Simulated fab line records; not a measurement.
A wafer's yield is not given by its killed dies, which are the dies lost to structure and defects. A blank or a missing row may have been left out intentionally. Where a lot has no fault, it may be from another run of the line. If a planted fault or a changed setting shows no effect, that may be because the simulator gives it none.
fab line records	flow n5-finfet
record: lots: 7	wafers: 20	last-day: 17
route steps=1938 shown BEOL_M4@1111 BEOL_M10@1521 BEOL_M15@1830 PASSIVATION@1936
lots that met no fault: from a run of the same line without faults
start-h: hours from the record's opening day to when the first of the lot's shown wafers began	wait-h: hours since the lot's step before	" identical to the entry in the row above	L1.1+2: a row that stands for several wafers	- either no value or no given start	* or withheld: withheld	< > ~ a bound
route shown NAME@n: NAME is a module with steps in the file, n the number in the route of the first one	usual: the fault-free wafers' mean and standard deviation	same: alike in all rows	chamber/n: place in a boat	sites: each site's reading	_std_site: their standard deviation	_edge_site: inner sites' mean taken away from outer sites' mean	radius-mm: how far each site lies from the wafer's centre	mask NAME#n: copy n	behind: the most recent tool/chamber to have shaped the wafer	hold: reason for holding the lot/hours on hold/outcome of the hold	device: the n, p or np transistor that did not switch	end of line: tests run on the same wafers once the route is complete	a step with no rows: only its recipe	killed: count of dies lost to structure and defects at first sort (not the wafer's yield)	map: per-die view of a wafer (x killed, . not killed, _ where there is no die)
set.NAME: the setting as run; set.NAME@STEP: as run at that earlier step	model.NAME: the simulator's own value behind a step, which no gauge read
route steps across a sampled set of lots; one table per step, one row per wafer
services: from which hour (start-h, from the record's first day; less than 0 if before it) a tool's chamber was out of use, for how many hours, and why
== steps ==
step: N5_BEOL_M4_RC_MEAS_101
usual: DIBL_N: 35.9/2.5	DIBL_P: 36.0/3	IOFF_N: 0.16/0.047	IOFF_P: 0.21/0.047	ION_N: 671/14	ION_P: 460/8.8	SS_N: 71.5/0.73	SS_P: 73.2/0.91	VT_N: 250/4.3	VT_P: -251/3.6
lot.wafer	tool	chamber	start-h	wait-h	DIBL_N[mV/V]	DIBL_P[mV/V]	IOFF_N[nA/um]	IOFF_P[nA/um]	ION_N[uA/um]	ION_P[uA/um]	SS_N[mV/dec]	SS_P[mV/dec]	VT_N[mV]	VT_P[mV]
L392.1	prober-01	0	166.79	0.0	35.4	36.4	0.15	0.18	667	451	71.5	73.3	253	-254
L392.2	"	0	"	"	32.2	32.9	0.11	0.16	653	451	70.5	72.3	252	-254
L392.3	"	0	"	"	35.9	37.2	0.16	0.20	682	467	71.4	73.0	250	-254
L394.1	prober-01	0	183.32	0.3	36.9	36.9	0.17	0.21	670	456	71.9	72.8	250	-249
L394.3	"	0	"	"	33.8	32.7	0.12	0.16	657	446	71.5	71.5	254	-253
L394.6	"	0	"	"	35.2	33.2	0.14	0.17	665	455	71.5	73.1	251	-254
L400.4	prober-01	0	222.64	0.5	34.7	32.3	0.11	0.15	642	444	71.4	72.0	256	-253
L400.5	"	0	"	"	34.7	32.0	0.12	0.14	655	444	70.7	71.4	253	-253
L405.1	prober-02	0	243.14	0.0	37.2	37.0	0.18	0.18	670	450	71.4	72.8	248	-253
L405.4	"	0	"	"	36.7	37.9	0.17	0.22	678	458	71.9	74.4	247	-252
L405.5	"	0	"	"	33.2	33.6	0.12	0.15	664	462	70.7	72.6	253	-255
L410.3	prober-01	0	280.46	0.3	36.5	36.7	0.16	0.22	681	465	70.9	73.4	250	-249
L410.5	"	0	"	"	38.0	36.8	0.18	0.21	690	461	71.8	73.0	250	-252
L410.6	"	0	"	"	37.2	38.1	0.17	0.25	676	468	72.1	73.2	250	-249
L411.2	prober-01	0	283.90	0.2	34.3	34.8	0.13	0.19	667	460	71.5	73.0	253	-252
L411.4	"	0	"	"	35.8	37.5	0.15	0.22	654	457	71.7	73.7	251	-249
L411.6	"	0	"	"	37.4	40.5	0.21	0.29	692	473	72.7	74.5	243	-244
L413.1	prober-02	0	300.24	0.0	35.0	35.1	0.13	0.19	655	452	71.1	72.8	255	-252
L413.5	"	0	"	"	34.7	34.8	0.15	0.19	681	468	71.2	73.5	251	-250
L413.6	"	0	"	"	32.9	32.7	0.10	0.16	656	455	71.0	72.0	259	-254
step: N5_BEOL_M10_CURE_72
recipe: temp-c: 370	time-s: 120	ambient: DMADMS/He	material: SiCOH_lowk
usual: lamp-power-pct: 52.32/0.055	wafer_temp_C_max: 371.8/0.79
lot.wafer	tool	chamber	start-h	wait-h	lamp-power-pct	wafer_temp_C_max
L392.1	uv-cure-01	0	221.05	0.0	52.32	371.1
L392.2	"	0	"	"	52.33	370.9
L392.3	"	0	"	"	52.36	370.5
L394.1	uv-cure-02	0	228.24	0.0	52.23	371.6
L394.3	"	0	"	"	52.25	371.7
L394.6	"	0	"	"	52.28	371.8
L400.4	uv-cure-01	1	279.75	0.2	52.30	372.1
L400.5	"	1	"	"	52.32	372.2
L405.1	uv-cure-03	1	302.96	0.0	52.35	372.6
L405.4	"	1	"	"	52.30	371.6
L405.5	"	1	"	"	52.35	372.9
L411.2	uv-cure-02	2	333.41	0.1	52.30	372.4
L411.4	"	2	"	"	52.37	373.0
L411.6	"	2	"	"	52.33	373.2
L410.3	uv-cure-01	2	336.32	0.1	52.36	371.9
L410.5	"	2	"	"	52.28	372.3
L410.6	"	2	"	"	52.36	371.7
L413.1	uv-cure-02	0	352.05	0.0	52.29	371.5
L413.5	"	0	"	"	52.30	371.3
L413.6	"	0	"	"	52.22	371.8
step: N5_BEOL_M10_ALD_74
recipe: material: TaN	target-thk-a: 20	temp-c: 275	ald-precursor-family: PDMAT	ald-co-reactant: NH3	pressure-torr: 3	carrier-flow-sccm: 1500	pulse-time-s: 2	purge-time-s: 3	co-reactant-purge-time-s: 2	co-reactant-pulse-time-s: 3	ald-cycles: 40	precursor-vessel-temp-c: 75	precursor-vessel-pressure-torr: 26.25	precursor-vessel-carrier-sccm: 1000
usual: ald-cycles: 40/0	heater-power-outer-w: 239/19	heater-power-w: 440/41
lot.wafer	tool	chamber	start-h	wait-h	ald-cycles	heater-power-outer-w	heater-power-w
L392.1	ald-metal-02	2	221.55	0.0	40	217	384
L392.2	"	0	"	"	40	249	406
L392.3	"	1	"	"	40	253	442
L394.1	ald-metal-02	2	228.86	0.0	40	212	389
L394.3	"	1	"	"	40	246	452
L394.6	"	0	"	"	40	255	409
L400.4	ald-metal-02	0	280.08	0.0	22	246	416
L400.5	"	3	"	"	22	226	400
L405.1	ald-metal-02	1	303.47	0.0	40	255	452
L405.4	"	0	"	"	22	251	430
L405.5	"	1	"	"	22	254	447
L411.2	ald-metal-03	0	334.05	0.0	40	213	409
L411.4	"	2	"	"	40	266	483
L411.6	"	2	"	"	40	266	489
L410.3	ald-metal-03	1	336.88	0.3	40	236	516
L410.5	"	1	"	"	40	240	501
L410.6	"	0	"	"	40	214	415
L413.1	ald-metal-03	2	352.75	0.0	40	271	486
L413.5	"	0	"	"	40	212	405
L413.6	"	3	"	"	40	244	432
step: N5_BEOL_M10_CMP_52
recipe: stop-on: SiCOH_lowk	t-overpolish-s: 7	down-force-psi: 1	platen-rpm: 50	clearing-platen-down-force-psi: 1.5	clearing-platen-rpm: 50	post-cmp-clean: cu-alkaline	target-thk-nm: 140	clearing-platen-pad-velocity-m-s: 0.99484	pad-velocity-m-s: 0.99484
usual: motor-current-A: 6.1/0.57	pad-life-wafers: 916/640
lot.wafer	tool	chamber	start-h	wait-h	motor-current-A	pad-life-wafers
L392.1	cmp-03	2	222.71	0.3	5.7	1375
L392.2	"	3	"	"	7.5	1376
L392.3	"	0	"	"	5.6	1377
L394.1	cmp-01	0	230.47	0.3	6.4	60
L394.3	"	3	"	"	6.4	63
L394.6	"	1	"	"	6.8	-
L400.4	cmp-03	2	283.20	0.2	6.0	1711
L400.5	"	1	"	"	5.1	-
L405.1	cmp-02	3	304.82	0.3	5.9	444
L405.4	"	2	"	"	5.7	447
L405.5	"	0	"	"	5.7	-
L411.2	cmp-02	2	335.69	0.2	5.4	720
L411.4	"	1	"	"	6.4	723
L411.6	"	2	"	"	5.8	-
L410.3	cmp-02	2	338.31	0.3	5.5	747
L410.6	"	3	"	"	6.0	-
L410.5	"	0	"	"	5.5	-
L413.1	cmp-02	1	353.99	0.3	6.6	883
L413.6	"	0	"	"	5.7	-
L413.5	"	1	"	"	6.4	-
step: N5_BEOL_M10_DEP_56
recipe: material: SiCN	target-thk-a: 150	temp-c: withheld	precursor: 3MS/NH3	pressure-torr: 3	rf-w: 202	time-s: 26.5
usual: showerhead-plenum-p-Torr: 3.674/0.0087	throttle-valve-pct: 9.2/0.45
lot.wafer	tool	chamber	start-h	wait-h	showerhead-plenum-p-Torr	throttle-valve-pct
L392.1	pecvd-03	1	223.04	0.0	3.676	9.6
L392.2	"	0	"	"	3.667	8.9
L392.3	"	1	"	"	3.680	9.8
L394.1	pecvd-04	1	230.82	0.0	3.683	9.5
L394.3	"	2	"	"	3.686	8.4
L394.6	"	2	"	"	3.669	8.6
L400.4	pecvd-04	0	283.54	0.0	3.672	8.8
L400.5	"	2	"	"	3.677	8.6
L405.1	pecvd-03	0	305.18	0.0	3.663	9.0
L405.4	"	0	"	"	3.661	9.3
L405.5	"	2	"	"	3.665	8.5
L411.2	pecvd-03	0	336.04	0.0	3.659	9.1
L411.4	"	0	"	"	3.655	9.2
L411.6	"	1	"	"	3.681	9.6
L410.3	pecvd-03	0	338.55	0.0	3.674	8.9
L410.5	"	1	"	"	3.673	9.8
L410.6	"	0	"	"	3.671	9.1
L413.1	pecvd-01	2	354.31	0.0	3.674	9.6
L413.5	"	0	"	"	3.696	9.7
L413.6	"	1	"	"	3.673	9.1
step: N5_BEOL_M15_RC_MEAS_101
usual: COMB_M10: 1.47e-11/3e-12	COMB_M10_max_site: 2.1e-11/4.7e-12	COMB_M11: 1.36e-11/2.4e-12	COMB_M11_max_site: 1.9e-11/4.2e-12	COMB_M12: 6.5e-12/1.3e-12	COMB_M13: 4.9e-12/1.3e-12	COMB_M14: 3.8e-12/1.1e-12	COMB_M15: 2.6e-12/8.4e-13	COMB_M15_max_site: 3.7e-12/1.1e-12	COMB_M5: 3.6e-11/7.6e-12	COMB_M6: 2.5e-11/4.8e-12	COMB_M7: 2.6e-11/5.5e-12	COMB_M8: 2.6e-11/5.1e-12	COMB_M9: 1.49e-11/3e-12	SERP_M10: 3.12/0.12	SERP_M11: 3.06/0.1	SERP_M12: 0.637/0.021	SERP_M13: 0.308/0.0072	SERP_M14: 0.163/0.0053	SERP_M14_max_site: 0.165/0.0054	SERP_M5: 38.6/2.1	SERP_M6: 13.9/0.71	SERP_M6_max_site: 14.6/0.76	SERP_M7: 13.8/0.78	SERP_M8: 14.0/0.72	SERP_M9: 3.07/0.12
lot.wafer	tool	chamber	start-h	wait-h	COMB_M10[S/m]	COMB_M10_max_site[S/m]	COMB_M11[S/m]	COMB_M11_max_site[S/m]	COMB_M12[S/m]	COMB_M13[S/m]	COMB_M14[S/m]	COMB_M15[S/m]	COMB_M15_max_site[S/m]	COMB_M5[S/m]	COMB_M6[S/m]	COMB_M7[S/m]	COMB_M8[S/m]	COMB_M9[S/m]	SERP_M10[ohm/um]	SERP_M11[ohm/um]	SERP_M12[ohm/um]	SERP_M13[ohm/um]	SERP_M14[ohm/um]	SERP_M14_max_site[ohm/um]	SERP_M5[ohm/um]	SERP_M6[ohm/um]	SERP_M6_max_site[ohm/um]	SERP_M7[ohm/um]	SERP_M8[ohm/um]	SERP_M9[ohm/um]
L392.1	prober-02	0	260.60	0.0	1.47e-11	2.4e-11	1.16e-11	2.7e-11	5.2e-12	4.3e-12	3.3e-12	2.5e-12	3.4e-12	4.2e-11	2.1e-11	2.3e-11	2.7e-11	9.7e-12	3.30	2.99	0.633	0.316	0.164	0.166	37.4	12.7	13.4	13.9	14.9	3.14
L392.2	"	0	"	"	1.14e-11	1.9e-11	1e-11	1.5e-11	5.3e-12	4e-12	3.6e-12	1.9e-12	3.3e-12	4.6e-11	2.4e-11	2.4e-11	2e-11	1.57e-11	3.23	3.09	0.628	0.308	0.168	0.171	37.6	14.5	15.1	12.9	15.6	3.38
L392.3	"	0	"	"	1.4e-11	2e-11	1.39e-11	1.8e-11	4.5e-12	3.2e-12	3.4e-12	1.6e-12	4e-12	3e-11	2.8e-11	1.9e-11	2.4e-11	1.51e-11	3.28	3.05	0.642	0.315	0.169	0.169	38.1	14.2	14.7	13.4	15.5	3.15
L394.1	prober-02	0	266.48	0.0	1.04e-11	1.5e-11	1.38e-11	1.8e-11	7.4e-12	4.9e-12	3.9e-12	2e-12	3.5e-12	3e-11	2.5e-11	2.7e-11	2.6e-11	1.66e-11	3.32	2.84	0.675	0.310	0.169	0.170	36.8	13.9	15.7	14.2	14.2	3.01
L394.3	"	0	"	"	1.54e-11	2e-11	1.12e-11	1.7e-11	4.3e-12	6.4e-12	2.6e-12	2.8e-12	4.5e-12	4e-11	3.4e-11	2e-11	2e-11	2.12e-11	3.11	2.94	0.634	0.316	0.160	0.162	38.6	14.2	15.3	13.1	14.8	2.86
L394.6	"	0	"	"	1.08e-11	2e-11	1.61e-11	1.9e-11	7e-12	5.2e-12	3.2e-12	1.5e-12	2.8e-12	3.3e-11	2e-11	1.9e-11	3e-11	1.5e-11	3.11	2.90	0.640	0.313	0.160	0.161	37.5	14.0	14.6	12.9	15.4	3.19
L400.4	prober-01	0	314.87	0.5	6.23e-11	8.1e-11	1.62e-11	2.2e-11	1.01e-11	3.9e-12	4.3e-12	3.4e-12	4.3e-12	3.4e-11	2.6e-11	2.6e-11	2.2e-11	1.11e-11	3.16	3.08	0.667	0.304	0.171	0.172	37.4	13.3	14.2	14.6	13.3	3.05
L400.5	"	0	"	"	9.14e-11	1.32e-10	1.48e-11	2.6e-11	6.1e-12	4.4e-12	3.7e-12	3e-12	4.6e-12	3.8e-11	3e-11	2.6e-11	2.8e-11	1.25e-11	3.25	3.08	0.606	0.307	0.158	0.160	39.8	13.7	14.2	14.6	14.3	3.02
L405.1	prober-01	0	338.94	0.0	1.57e-11	2.2e-11	1e-11	1.2e-11	6.3e-12	4e-12	4.8e-12	2.9e-12	3.7e-12	3.1e-11	2.3e-11	3.9e-11	2.9e-11	1.48e-11	2.94	3.16	0.617	0.316	0.160	0.161	39.0	13.2	13.6	12.0	13.8	3.12
L405.4	"	0	"	"	8.2e-11	1.14e-10	1.56e-11	1.9e-11	8.5e-12	4.2e-12	4.6e-12	3.3e-12	4.3e-12	3.9e-11	1.8e-11	3.1e-11	3.8e-11	1.52e-11	2.90	3.03	0.639	0.319	0.171	0.173	39.8	14.0	14.8	12.5	14.5	3.17
L405.5	"	0	"	"	8.3e-11	1.09e-10	1.47e-11	2.1e-11	6.9e-12	4.8e-12	4.5e-12	2.8e-12	3.8e-12	3.2e-11	2.7e-11	2.6e-11	3.4e-11	1.53e-11	2.89	3.19	0.615	0.306	0.165	0.167	41.1	14.1	14.8	13.1	14.9	3.31
L411.2	prober-02	0	365.27	0.2	1.66e-11	2.3e-11	1.53e-11	2e-11	6.6e-12	3.9e-12	3.3e-12	1.9e-12	2.9e-12	3.4e-11	2.6e-11	2.3e-11	3.4e-11	1.33e-11	2.93	3.04	0.623	0.305	0.157	0.159	37.9	13.7	14.4	12.9	13.1	2.95
L411.4	"	0	"	"	1.08e-11	1.4e-11	1.38e-11	1.7e-11	6.6e-12	4.6e-12	3e-12	1.2e-12	2.1e-12	3.4e-11	2.8e-11	3e-11	4.9e-11	1.46e-11	3.01	3.11	0.667	0.309	0.172	0.173	37.4	13.9	14.5	13.6	12.7	3.16
L411.6	"	0	"	"	9.9e-12	1.2e-11	1.11e-11	1.6e-11	6.9e-12	4.7e-12	2.9e-12	1.5e-12	3e-12	4.9e-11	2.4e-11	1.9e-11	2.8e-11	1.14e-11	3.02	3.24	0.621	0.314	0.157	0.159	38.3	14.9	15.1	13.7	13.6	3.13
L410.3	prober-02	0	371.00	0.3	1.38e-11	1.8e-11	1.23e-11	1.6e-11	5.3e-12	4.9e-12	5.1e-12	2.6e-12	4.8e-12	4.6e-11	2.6e-11	2.4e-11	1.7e-11	1.41e-11	3.20	3.08	0.620	0.303	0.161	0.163	36.7	13.7	14.8	14.0	13.2	2.93
L410.5	"	0	"	"	1.19e-11	1.4e-11	1.36e-11	1.9e-11	7.2e-12	4.1e-12	3.5e-12	2.3e-12	3.5e-12	4.1e-11	2.2e-11	1.8e-11	2.6e-11	1.27e-11	3.20	3.07	0.626	0.316	0.164	0.165	39.8	13.7	14.2	14.3	14.5	3.10
L410.6	"	0	"	"	1.5e-11	2.8e-11	2.07e-11	3.2e-11	7.4e-12	6.5e-12	2.7e-12	3.1e-12	4.3e-12	2.9e-11	3e-11	2.2e-11	2.6e-11	1.41e-11	3.01	3.04	0.638	0.312	0.157	0.159	36.3	13.9	14.5	13.8	14.0	2.99
L413.1	prober-02	0	389.09	0.0	2.3e-11	3.1e-11	8.1e-12	1.1e-11	6e-12	4e-12	4e-12	1.9e-12	2.5e-12	2.6e-11	3.7e-11	2e-11	1.9e-11	1.83e-11	3.18	3.08	0.660	0.299	0.175	0.176	36.8	15.0	15.8	13.1	14.5	2.96
L413.5	"	0	"	"	1.72e-11	2.6e-11	1.17e-11	2e-11	9.1e-12	5.6e-12	2.6e-12	1.8e-12	3.4e-12	5.1e-11	3.4e-11	2.3e-11	2.4e-11	1.55e-11	2.98	3.12	0.663	0.313	0.172	0.175	38.6	14.0	14.6	13.8	14.3	3.01
L413.6	"	0	"	"	1.16e-11	1.6e-11	1.35e-11	1.9e-11	5.7e-12	3.3e-12	4.5e-12	2.6e-12	4e-12	3e-11	3.4e-11	2.3e-11	1.9e-11	1.87e-11	3.19	3.11	0.609	0.306	0.158	0.159	36.3	13.1	13.7	13.6	14.0	2.99
sites COMB_M10 radius-mm=0,75,75,75,75,140,140,140,140
L392.1 1.62e-11 1.92e-11 9.5e-12 1.41e-11 2.17e-11 1.18e-11 2.4e-11 1.47e-11 1.35e-11
L394.1 1.03e-11 9.1e-12 9.5e-12 9.9e-12 1.19e-11 1.04e-11 1.51e-11 1.04e-11 1.38e-11
L400.4 5.28e-11 6.02e-11 6.21e-11 7.73e-11 6.23e-11 8.08e-11 5.14e-11 8.14e-11 6.55e-11
L405.1 1.15e-11 1.14e-11 1.67e-11 1.06e-11 2.25e-11 1.38e-11 1.57e-11 1.61e-11 1.94e-11
L411.2 2.32e-11 1.56e-11 1.78e-11 2.17e-11 1.66e-11 1.17e-11 1.53e-11 1.96e-11 1.5e-11
L410.3 9.7e-12 1.52e-11 1.32e-11 1.59e-11 1.83e-11 1.72e-11 1.22e-11 1.32e-11 1.38e-11
L413.1 2.35e-11 2.21e-11 2.3e-11 3.09e-11 2.83e-11 2.26e-11 1.32e-11 2.77e-11 1.82e-11
step: N5_PASSIVATION_PROBE_49
usual: defect-limited-yield: 91.4/1.4	killed_at_M0_to_M3: 34/8.9	killed_at_M4_up: 13/4.6	killed-at-contacts: 12/5.5	killed-at-front-end: 41/11	killed-at-other: 3.1/2.9	killed-dies: 102/16	killed-open: 66/11	killed-short: 34/7.6	sort_bin_4_leakage: 0.01/0.14	sort_bin_5_function: 5.1/0.89	sort_bin_6_memory: 3.2/0.61	sort_bin_8_speed: 0.02/0.12	sort-n-pass: 1078/16	sort-yield-pct: 91.3/1.4
same: gross-dies: 1180	killed-at-back-side: 0
lot.wafer	tool	chamber	start-h	wait-h	defect-limited-yield[%]	killed_at_M0_to_M3	killed_at_M4_up	killed-at-contacts	killed-at-front-end	killed-at-other	killed-dies	killed-open	killed-short	sort_bin_4_leakage[%]	sort_bin_5_function[%]	sort_bin_6_memory[%]	sort_bin_8_speed[%]	sort-n-pass	sort-yield-pct[%]
L394.1	prober-02	-	281.26	0.0	90.1	30	11	13	63	0	117	81	34	0	5.2	4.2	0	1063	90.1
L394.3	prober-02	-	281.36	0.1	91.4	20	9	11	59	2	101	64	37	0	4.8	3.3	0	1079	91.4
L394.6	prober-02	-	281.51	0.3	89.7	27	27	12	53	3	122	79	34	0	6.4	3.1	0	1058	89.7
L400.4	prober-02	-	332.84	0.2	88.9	37	23	15	53	3	131	94	27	0.59	6.1	4.2	0	1049	88.9
L400.5	prober-02	-	332.89	0.2	92.5	19	17	10	37	5	88	62	21	0.34	4.4	2.5	0	1092	92.5
L405.1	prober-01	-	354.29	0.0	90.8	27	9	15	48	9	108	70	37	0	4.6	4.2	0	1072	90.8
L405.4	prober-01	-	354.44	0.2	92.2	24	13	15	35	5	92	59	29	0.25	4.6	2.5	0	1088	92.2
L405.5	prober-01	-	354.49	0.2	92.6	26	17	8	35	1	87	53	26	0.51	3.4	3.1	0	1093	92.6
L411.2	prober-01	-	380.96	0.1	92.7	19	10	22	35	0	86	53	32	0	3.9	3.1	0.08	1094	92.7
L411.4	prober-01	-	381.06	0.2	91.4	41	15	15	27	3	101	68	32	0	5.8	2.5	0	1079	91.4
L411.6	prober-01	-	381.16	0.3	92.5	29	21	14	22	2	88	67	19	0	4.7	2.6	0	1092	92.5
L410.3	prober-02	-	384.82	0.1	91.4	40	9	14	38	1	102	70	32	0	5.5	3.0	0	1078	91.4
L410.5	prober-02	-	384.92	0.2	91.2	38	19	7	39	1	104	71	33	0	5.2	3.5	0	1076	91.2
L410.6	prober-02	-	384.97	0.3	89.2	52	17	15	39	5	128	84	44	0	5.8	4.5	0	1052	89.2
L413.1	prober-02	-	405.81	0.0	89.7	61	3	19	39	0	122	82	40	0	5.3	4.5	0	1058	89.7
L413.5	prober-02	-	406.01	0.2	91.5	44	8	8	39	1	100	73	27	0	4.9	3.2	0	1080	91.5
L413.6	prober-02	-	406.06	0.3	91.0	48	6	9	41	2	106	71	35	0	5.6	3.1	0	1074	91.0
killed by level:class
L394.1 STI_FIN_REVEAL:geometric-particle:open=17 MOL_CONTACT_COAG:geometric-particle:open=10 BEOL_M1:geometric-particle:open=9 FIN_SAQP:geometric-particle:open=7 DUMMY_GATE:geometric-particle:open=7 BEOL_M0_SAQP:geometric-particle:short=7 GATE_CUT:geometric-particle:open=6 BEOL_M4:geometric-particle:open=6
L394.3 FIN_SAQP:geometric-particle:open=18 FIN_SAQP:geometric-particle:short=12 MOL_CONTACT_COAG:geometric-particle:open=8 STI_FIN_REVEAL:geometric-particle:open=6 DUMMY_GATE:geometric-particle:open=6 STARTING-WAFER:geometric-particle:short=6 BEOL_M3:geometric-particle:open=5 BEOL_M1:geometric-particle:open=4
L394.6 MOL_CONTACT_COAG:geometric-particle:open=11 BEOL_M4:geometric-particle:open=11 FIN_SAQP:geometric-particle:short=8 BEOL_M1:geometric-particle:open=8 HKMG_FIN:area-etch=8 STI_FIN_REVEAL:geometric-particle:open=7 BEOL_M5:geometric-particle:open=7 DUMMY_GATE:geometric-particle:open=6
L400.4 STI_FIN_REVEAL:geometric-particle:open=19 BEOL_M3:geometric-particle:open=16 FIN_SAQP:geometric-particle:open=15 MOL_CONTACT_COAG:geometric-particle:open=12 M10:area-ald=7 FIN_SAQP:geometric-particle:short=6 BEOL_M0_SAQP:geometric-particle:open=6 BEOL_M2:geometric-particle:open=5
L400.5 FIN_SAQP:geometric-particle:short=10 MOL_CONTACT_COAG:geometric-particle:open=10 FIN_SAQP:geometric-particle:open=8 BEOL_M3:geometric-particle:open=7 STI_FIN_REVEAL:geometric-particle:open=5 DUMMY_GATE:geometric-particle:open=5 BEOL_M0_SAQP:geometric-particle:open=4 BEOL_M4:geometric-particle:open=4
L405.1 FIN_SAQP:geometric-particle:short=13 FIN_SAQP:geometric-particle:open=12 MOL_CONTACT_COAG:geometric-particle:open=11 STI_FIN_REVEAL:geometric-particle:open=9 BEOL_M0_SAQP:geometric-particle:open=6 BEOL_M3:geometric-particle:open=5 GATE_CUT:geometric-particle:short=4 MOL_CONTACT_COAG:geometric-particle:short=4
L405.4 MOL_CONTACT_COAG:geometric-particle:open=11 FIN_SAQP:geometric-particle:short=7 STI_FIN_REVEAL:geometric-particle:open=6 ILD0:geometric-particle:short=5 BEOL_M0:geometric-particle:open=5 BEOL_M2:geometric-particle:open=5 BEOL_M3:geometric-particle:open=5 FIN_SAQP:geometric-particle:open=4
L405.5 STI_FIN_REVEAL:geometric-particle:open=9 MOL_CONTACT_COAG:geometric-particle:open=8 BEOL_M1:geometric-particle:open=8 FIN_SAQP:geometric-particle:open=6 M10:area-ald=6 BEOL_M0_SAQP:geometric-particle:open=5 BEOL_M0_SAQP:geometric-particle:short=5 BEOL_M3:geometric-particle:open=5
L411.2 MOL_CONTACT_COAG:geometric-particle:open=17 DUMMY_GATE:geometric-particle:open=6 GATE_CUT:geometric-particle:short=6 BEOL_M0_SAQP:geometric-particle:short=6 BEOL_M4:geometric-particle:open=6 STARTING-WAFER:geometric-particle:short=6 MOL_CONTACT_COAG:geometric-particle:short=5 STARTING-WAFER:geometric-particle:open=4
L411.4 MOL_CONTACT_COAG:geometric-particle:open=14 BEOL_M0_SAQP:geometric-particle:open=13 BEOL_M3:geometric-particle:open=12 DUMMY_GATE:geometric-particle:open=7 FIN_SAQP:geometric-particle:short=6 BEOL_M0_SAQP:geometric-particle:short=5 STARTING-WAFER:geometric-particle:short=5 BEOL_M4:geometric-particle:open=4
L411.6 MOL_CONTACT_COAG:geometric-particle:open=12 BEOL_M4:geometric-particle:open=12 BEOL_M3:geometric-particle:open=10 BEOL_M0_SAQP:geometric-particle:open=9 BEOL_M2:geometric-particle:open=6 DUMMY_GATE:geometric-particle:open=4 STARTING-WAFER:geometric-particle:short=4 GATE_CUT:geometric-particle:open=3
L410.3 FIN_SAQP:geometric-particle:open=11 BEOL_M3:geometric-particle:open=10 MOL_CONTACT_COAG:geometric-particle:open=10 BEOL_M1:geometric-particle:open=10 BEOL_M0_SAQP:geometric-particle:short=8 DUMMY_GATE:geometric-particle:open=7 BEOL_M4:geometric-particle:open=5 DUMMY_GATE:geometric-particle:short=4
L410.5 BEOL_M0_SAQP:geometric-particle:open=9 FIN_SAQP:geometric-particle:open=8 BEOL_M0_SAQP:geometric-particle:short=8 MOL_CONTACT_COAG:geometric-particle:open=7 BEOL_M5:geometric-particle:open=7 STI_FIN_REVEAL:geometric-particle:open=6 DUMMY_GATE:geometric-particle:open=6 BEOL_M2:geometric-particle:open=5
L410.6 FIN_SAQP:geometric-particle:open=12 BEOL_M0_SAQP:geometric-particle:open=12 MOL_CONTACT_COAG:geometric-particle:open=11 BEOL_M0_SAQP:geometric-particle:short=11 BEOL_M3:geometric-particle:open=10 FIN_SAQP:geometric-particle:short=5 STARTING-WAFER:geometric-particle:open=5 BEOL_M2:geometric-particle:short=5
L413.1 BEOL_M0_SAQP:geometric-particle:open=16 MOL_CONTACT_COAG:geometric-particle:open=15 FIN_SAQP:geometric-particle:open=13 BEOL_M2:geometric-particle:open=13 BEOL_M0_SAQP:geometric-particle:short=10 FIN_SAQP:geometric-particle:short=6 BEOL_M3:geometric-particle:open=5 STI_FIN_REVEAL:geometric-particle:open=4
L413.5 BEOL_M2:geometric-particle:open=12 BEOL_M3:geometric-particle:open=12 FIN_SAQP:geometric-particle:short=9 FIN_SAQP:geometric-particle:open=9 MOL_CONTACT_COAG:geometric-particle:open=8 BEOL_M0_SAQP:geometric-particle:open=8 BEOL_M0_SAQP:geometric-particle:short=7 STI_FIN_REVEAL:geometric-particle:open=7
L413.6 BEOL_M0_SAQP:geometric-particle:open=14 FIN_SAQP:geometric-particle:open=13 BEOL_M2:geometric-particle:open=12 BEOL_M0_SAQP:geometric-particle:short=7 FIN_SAQP:geometric-particle:short=6 DUMMY_GATE:geometric-particle:open=6 MOL_CONTACT_COAG:geometric-particle:open=6 GATE_CUT:geometric-particle:short=5
== services ==
tool	chamber	start-h	hours	kind
ald-metal-02	-	199.16	4.3	pm
cmp-03	-	201.25	0.8	repair
cmp-02	-	202.92	8.9	pm
ald-metal-02	3	207.40	16.6	repair
cmp-03	-	219.62	0.4	repair
cmp-03	-	241.11	14.1	pm
cmp-02	-	244.64	4.0	pm
ald-metal-03	0	251.81	3.2	repair
ald-metal-03	1	254.75	14.2	repair
uv-cure-02	-	260.92	7.5	pm
pecvd-03	-	262.39	14.6	pm
cmp-02	-	277.85	2.9	repair
ald-metal-02	0	281.92	4.4	repair
pecvd-03	0	282.40	9.6	repair
uv-cure-02	-	284.44	1.2	repair
cmp-02	-	290.07	2.5	repair
pecvd-04	-	307.90	2.5	repair
pecvd-03	2	311.14	10.7	repair
cmp-03	-	316.07	4.0	pm
ald-metal-02	-	316.93	28.1	pm
cmp-02	-	321.75	4.9	repair
ald-metal-03	-	327.63	0.4	repair
ald-metal-03	2	346.96	3.7	repair
cmp-03	-	353.00	1.2	repair
== key ==
first-sign: step: N5_BEOL_M10_ALD_74	reading: ald-cycles	direction: down	sigmas: 99+	usual: *	struck: *
effect: step: N5_BEOL_M15_RC_MEAS_101	reading: COMB_M10	direction: up	sigmas: 22	usual: 1.47e-11	struck: 7.97e-11
effect: step: N5_PASSIVATION_PROBE_49	reading: sort_bin_4_leakage	direction: up	sigmas: 3	usual: 0.01	struck: 0.42	wafers-moved: 3
met-at N5_BEOL_M10_ALD_74
struck-lots L400,L405
struck-wafers L400.4,L400.5,L405.4,L405.5
not-acting-at N5_BEOL_M10_CURE_72,N5_BEOL_M10_CMP_52,N5_BEOL_M10_DEP_56
onset-between 228.86 280.08
fault: kind: process-parameter-drift	tool: ald-metal-02	chamber: -	onset-h: 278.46	steps: N5_BEOL_M10_ALD_74	channel: ald-cycles	offset: *	shape: step	end-h: 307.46	scope: struck-wafers-only	acts-in: *	stated: *
